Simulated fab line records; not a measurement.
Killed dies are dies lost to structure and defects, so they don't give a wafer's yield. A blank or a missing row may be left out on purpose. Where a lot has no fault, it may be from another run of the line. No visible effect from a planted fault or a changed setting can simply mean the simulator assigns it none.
Chamber matching -- flow n5 finfet -- 3 sister chambers for N5_BEOL_M3_CO_CAP_55 on cvd co-01
The step material Co, precursor CCTBA/H2, target thk 2 nm, time 102.1 s. 36 wafers are shown with their chamber, then 12 later ones without.

## EACH WAFER AND ITS CHAMBER
wafer,chamber,heater power w (W),susceptor temp C (C)
L075.1,1,213,199.76
L075.2,0,221,200.04
L075.5,2,223,199.73
L077.1,0,218,199.70
L077.5,2,224,200.01
L077.6,1,219,199.81
L078.1,1,216,200.01
L078.3,0,222,199.89
L078.6,1,218,199.84
L080.3,2,223,199.99
L080.4,2,222,200.15
L080.5,1,217,199.83
L081.2,2,228,199.91
L081.4,1,216,200.02
L081.5,0,228,199.85
L082.1,0,226,199.89
L082.2,1,215,199.93
L082.5,1,219,199.93
L083.3,2,219,199.97
L083.5,0,219,200.23
L083.6,1,213,200.23
L085.3,0,223,199.81
L085.4,2,218,199.78
L085.5,0,219,200.03
L084.2,2,219,199.80
L084.4,2,224,200.28
L084.6,1,220,200.14
L087.1,1,220,199.82
L087.2,0,216,200.10
L087.3,2,221,200.38
L086.3,1,218,199.91
L086.4,0,218,200.14
L086.6,1,213,199.91
L088.1,0,221,200.14
L088.4,0,224,200.22
L088.6,1,216,200.00

SIGNATURES (means of the wafers above)
reading,chamber 0,chamber 1,chamber 2,scatter within a chamber
heater power w,221.25,216.64,222.10,3.02
susceptor temp C,200.0033,199.9386,200.0000,0.171
Rule: for a wafer and a chamber, the distance is found by dividing, reading by reading, the gap between the wafer's reading and the chamber's mean by the reading's scatter, squaring, summing and taking the root. If the next closest chamber is less than 2 further off than the closest, the wafer can't be placed; otherwise it belongs to the closest. The scatter: take each reading less its chamber's mean, square it, sum over the shown wafers, divide by the number of wafers less the number of chambers, and take the root.

## WAFERS WHOSE CHAMBER IS MISSING
wafer,heater power w (W),susceptor temp C (C)
L090.3,222,199.92
L090.4,217,199.99
L090.6,219,199.81
L091.2,224,200.12
L091.4,214,199.70
L091.6,219,200.32
L092.4,213,199.86
L092.5,222,200.01
L092.6,222,200.08
L096.1,215,199.90
L096.3,221,199.89
L096.5,215,199.96

## WHICH CHAMBER EACH WENT THROUGH
wafer,from the rows above,in truth
L090.3,can't be placed: 2 or 0 or 1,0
L090.4,can't be placed: 1 or 0 or 2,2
L090.6,can't be placed: 1 or 0 or 2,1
L091.2,can't be placed: 2 or 0 or 1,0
L091.4,can't be placed: 1 or 0 or 2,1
L091.6,can't be placed: 0 or 2 or 1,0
L092.4,can't be placed: 1 or 0 or 2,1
L092.5,can't be placed: 2 or 0 or 1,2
L092.6,can't be placed: 2 or 0 or 1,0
L096.1,can't be placed: 1 or 0 or 2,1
L096.3,can't be placed: 0 or 2 or 1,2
L096.5,can't be placed: 1 or 0 or 2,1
Placed correctly: 0 of 12. From these rows, 12 cannot be placed; in 12 the true chamber is one of the candidates. Placed wrongly: 0.
